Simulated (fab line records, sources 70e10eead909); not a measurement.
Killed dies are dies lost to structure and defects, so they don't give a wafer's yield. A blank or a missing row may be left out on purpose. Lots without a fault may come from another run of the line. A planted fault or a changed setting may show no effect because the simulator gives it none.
Which tool did it? | flow nand_harc | 24 lots, 72 wafers sampled, at 4 steps of a route of 1159

WHAT THE GAUGES READ, wafer by wafer
NHARC_A_CONTACT_OVL_MEAS_70. Usual: overlay_x_nm 0.0 nm, standard deviation 0.77; overlay_y_nm 0.0 nm, standard deviation 0.75.
lot  | measured     | on         | overlay_x_nm (nm) | overlay_y_nm (nm) | flag
L075 | day 16 21:53 | overlay-01 | -0.3 -0.7 -0.2    | 0.1 -0.2 -0.5     |
L074 | day 16 23:36 | overlay-01 | 0.1 0.4 0.2       | 0.1 0.1 -0.5      |
L078 | day 17 03:22 | overlay-01 | 0.0 -0.8 -0.2     | -0.7 -1.0 -0.9    |
L077 | day 17 03:34 | overlay-01 | 0.7 0.0 0.4       | 0.0 0.1 -0.1      |
L079 | day 17 11:38 | overlay-02 | 0.2 0.4 0.3       | -0.1 0.4 0.6      |
L076 | day 17 14:38 | overlay-02 | -1.1 -1.1 -0.6    | 0.7 1.3 1.2       |
L080 | day 17 21:08 | overlay-01 | -0.9 -1.2 -0.6    | -1.3 -1.0 -1.1    |
L081 | day 18 09:14 | overlay-01 | -1.1 -1.2 -1.1    | 0.8 0.5 0.7       |
L084 | day 18 21:50 | overlay-02 | 1.7 1.7 1.8       | 0.6 0.5 0.0       |
L082 | day 18 23:56 | overlay-01 | 0.6 0.8 1.1       | -0.4 0.3 -0.8     |
L083 | day 19 04:28 | overlay-01 | 0.9 0.6 0.3       | 0.7 0.7 0.3       |
L087 | day 19 15:25 | overlay-01 | -0.5 -0.2 -0.4    | 1.3 1.7 1.2       |
L085 | day 19 17:38 | overlay-02 | 0.0 0.2 0.3       | -0.2 0.0 -0.8     |
L086 | day 19 20:59 | overlay-01 | 0.1 0.7 0.6       | -0.3 -0.5 -0.9    |
L088 | day 19 22:59 | overlay-02 | -0.1 -0.4 -0.4    | 0.8 1.0 0.2       |
L089 | day 20 07:00 | overlay-02 | 1.2 0.7 0.9       | -1.1 -2.2 -1.4    |
L090 | day 20 08:36 | overlay-01 | 0.1 -0.1 -0.3     | 0.5 0.3 0.7       |
L091 | day 20 13:59 | overlay-02 | -0.6 0.4 -0.2     | 1.8 1.5 0.7       |
L094 | day 21 05:48 | overlay-01 | 0.5 0.3 0.8       | 0.4 0.3 -0.1      |
L092 | day 21 09:27 | overlay-01 | -0.6 -1.0 -1.2    | 0.7 0.2 0.1       |
L093 | day 21 11:04 | overlay-01 | -1.2 -1.5 -1.2    | -0.1 -0.1 0.3     |
L096 | day 21 17:32 | overlay-02 | -0.4 0.0 0.7      | 1.1 0.2 -0.3      |
L095 | day 21 19:50 | overlay-01 | -0.9 -0.2 -0.4    | -0.7 -0.5 -1.0    |
L097 | day 22 11:47 | overlay-01 | 0.3 0.4 0.1       | -1.4 -0.2 -1.3    |

NHARC_A_CONTACT_INSPECT_71. Usual: raw_defect_count 29, standard deviation 13.
lot  | measured     | on                | raw_defect_count | flag
L075 | day 16 21:55 | defect_inspect-02 | 8 5 11           |
L074 | day 16 23:38 | defect_inspect-01 | 31 21 32         |
L078 | day 17 03:24 | defect_inspect-01 | 29 16 14         |
L077 | day 17 03:36 | defect_inspect-01 | 20 19 32         |
L079 | day 17 11:40 | defect_inspect-02 | 16 22 17         |
L076 | day 17 14:40 | defect_inspect-02 | 23 25 24         |
L080 | day 17 21:10 | defect_inspect-02 | 19 23 15         |
L081 | day 18 09:16 | defect_inspect-01 | 19 27 26         |
L084 | day 18 21:52 | defect_inspect-01 | 18 30 34         |
L082 | day 18 23:59 | defect_inspect-01 | 31 38 26         |
L083 | day 19 04:30 | defect_inspect-01 | 23 12 10         |
L087 | day 19 15:26 | defect_inspect-01 | 19 11 28         |
L085 | day 19 17:40 | defect_inspect-01 | 25 34 28         |
L086 | day 19 21:02 | defect_inspect-01 | 40 40 37         |
L088 | day 19 23:02 | defect_inspect-02 | 50 53 45         |
L089 | day 20 07:02 | defect_inspect-01 | 45 45 52         |
L090 | day 20 08:38 | defect_inspect-02 | 16 21 24         |
L091 | day 20 14:01 | defect_inspect-01 | 57 58 62         |
L094 | day 21 05:50 | defect_inspect-02 | 37 41 41         |
L092 | day 21 09:29 | defect_inspect-01 | 24 33 31         |
L093 | day 21 11:05 | defect_inspect-02 | 15 20 17         |
L096 | day 21 17:34 | defect_inspect-02 | 26 34 40         |
L095 | day 21 19:53 | defect_inspect-02 | 40 37 35         |
L097 | day 22 11:49 | defect_inspect-02 | 44 44 37         |

NHARC_A_CONTACT_INSPECT_10. Usual: raw_defect_count 30, standard deviation 13.
lot  | measured     | on                | raw_defect_count | flag
L075 | day 17 04:30 | defect_inspect-01 | 11 7 15          |
L074 | day 17 06:35 | defect_inspect-01 | 32 23 30         |
L078 | day 17 12:22 | defect_inspect-02 | 30 18 12         |
L077 | day 17 11:21 | defect_inspect-01 | 20 22 33         |
L079 | day 17 18:52 | defect_inspect-02 | 15 26 16         |
L076 | day 17 22:08 | defect_inspect-01 | 21 24 23         |
L080 | day 18 03:31 | defect_inspect-01 | 22 25 14         |
L081 | day 18 15:55 | defect_inspect-01 | 19 27 23         |
L084 | day 19 04:38 | defect_inspect-01 | 19 28 30         |
L082 | day 19 06:22 | defect_inspect-02 | 35 38 25         |
L083 | day 19 12:59 | defect_inspect-01 | 23 13 13         |
L087 | day 19 23:55 | defect_inspect-02 | 22 10 25         |
L085 | day 20 00:17 | defect_inspect-01 | 26 31 26         |
L086 | day 20 04:25 | defect_inspect-02 | 40 42 38         |
L088 | day 20 10:01 | defect_inspect-02 | 53 55 47         |
L089 | day 20 14:28 | defect_inspect-02 | 50 50 52         |
L090 | day 20 15:15 | defect_inspect-02 | 15 19 22         |
L091 | day 20 20:23 | defect_inspect-01 | 63 61 64         |
L094 | day 21 12:38 | defect_inspect-02 | 44 45 42         |
L092 | day 21 16:20 | defect_inspect-02 | 23 37 27         |
L093 | day 21 17:34 | defect_inspect-01 | 16 25 20         |
L096 | day 22 00:40 | defect_inspect-02 | 28 35 38         |
L095 | day 22 02:56 | defect_inspect-01 | 43 38 34         |
L097 | day 22 20:33 | defect_inspect-01 | 45 46 41         |

WHICH TOOL RAN EACH LOT (tool, then ch and the chambers of the sampled wafers, then the start)
lot  | NHARC_A_CONTACT_DEP_84
L075 | acl_dep-02 ch 0, day 17 02:25
L074 | acl_dep-01 ch 0, day 17 04:34
L078 | acl_dep-03 ch 0, day 17 10:10
L077 | acl_dep-01 ch 0, day 17 09:38
L079 | acl_dep-02 ch 0, day 17 17:22
L076 | acl_dep-01 ch 0, day 17 19:53
L080 | acl_dep-01 ch 0, day 18 01:43
L081 | acl_dep-02 ch 0, day 18 13:49
L084 | acl_dep-02 ch 0, day 19 02:38
L082 | acl_dep-03 ch 0, day 19 04:14
L083 | acl_dep-03 ch 0, day 19 10:57
L087 | acl_dep-02 ch 0, day 19 21:54
L085 | acl_dep-01 ch 0, day 19 22:19
L086 | acl_dep-02 ch 0, day 20 02:17
L088 | acl_dep-03 ch 0, day 20 07:54
L089 | acl_dep-01 ch 0, day 20 12:53
L090 | acl_dep-02 ch 0, day 20 13:16
L091 | acl_dep-01 ch 0, day 20 18:17
L094 | acl_dep-03 ch 0, day 21 10:31
L092 | acl_dep-03 ch 0, day 21 14:16
L093 | acl_dep-01 ch 0, day 21 15:58
L096 | acl_dep-02 ch 0, day 21 22:34
L095 | acl_dep-01 ch 0, day 22 01:26
L097 | acl_dep-02 ch 0, day 22 18:27
- NHARC_A_CONTACT_DEP_84: deposits aC, target thk 2000 nm.

WHAT THE TOOLS THEMSELVES READ (means of the sampled wafers that have a number; where no wafer has one, the mark that the record gives instead)
NHARC_A_CONTACT_DEP_84. Usual: throttle_valve_pct 34.999 %, standard deviation 0.0093.
lot  | tool       | throttle_valve_pct (%) | flag
L075 | acl_dep-02 | 35.001                 |
L074 | acl_dep-01 | 34.992                 |
L078 | acl_dep-03 | 34.999                 |
L077 | acl_dep-01 | 34.996                 |
L079 | acl_dep-02 | 34.996                 |
L076 | acl_dep-01 | 34.999                 |
L080 | acl_dep-01 | 35.004                 |
L081 | acl_dep-02 | 35.007                 |
L084 | acl_dep-02 | 34.994                 |
L082 | acl_dep-03 | 35.000                 |
L083 | acl_dep-03 | 35.003                 |
L087 | acl_dep-02 | 35.003                 |
L085 | acl_dep-01 | 35.003                 |
L086 | acl_dep-02 | 35.004                 |
L088 | acl_dep-03 | 34.994                 |
L089 | acl_dep-01 | 34.995                 |
L090 | acl_dep-02 | 35.001                 |
L091 | acl_dep-01 | 35.003                 |
L094 | acl_dep-03 | 34.994                 |
L092 | acl_dep-03 | 35.002                 |
L093 | acl_dep-01 | 34.999                 |
L096 | acl_dep-02 | 35.006                 |
L095 | acl_dep-01 | 34.995                 |
L097 | acl_dep-02 | 35.000                 |

THE ANSWER, worked out from the rows above alone
Rule: a lot is off if the mean of its wafers that have a number lies more than 3 standard deviations from the usual mean. A lot without any number at a reading at which 4 lots or more have one is off too. The other lots that the step has rows for count as sound. The gauges are gone through in route order, then the tools' own readings, and for those a lot's mean is taken as printed above. The first step at which some lot is off is used, and at that step the reading that is off furthest; a lot without a number counts as furthest.
No lot is off at any reading shown: from this, nothing can be told.

WHAT THE SIMULATOR HAD PUT IN
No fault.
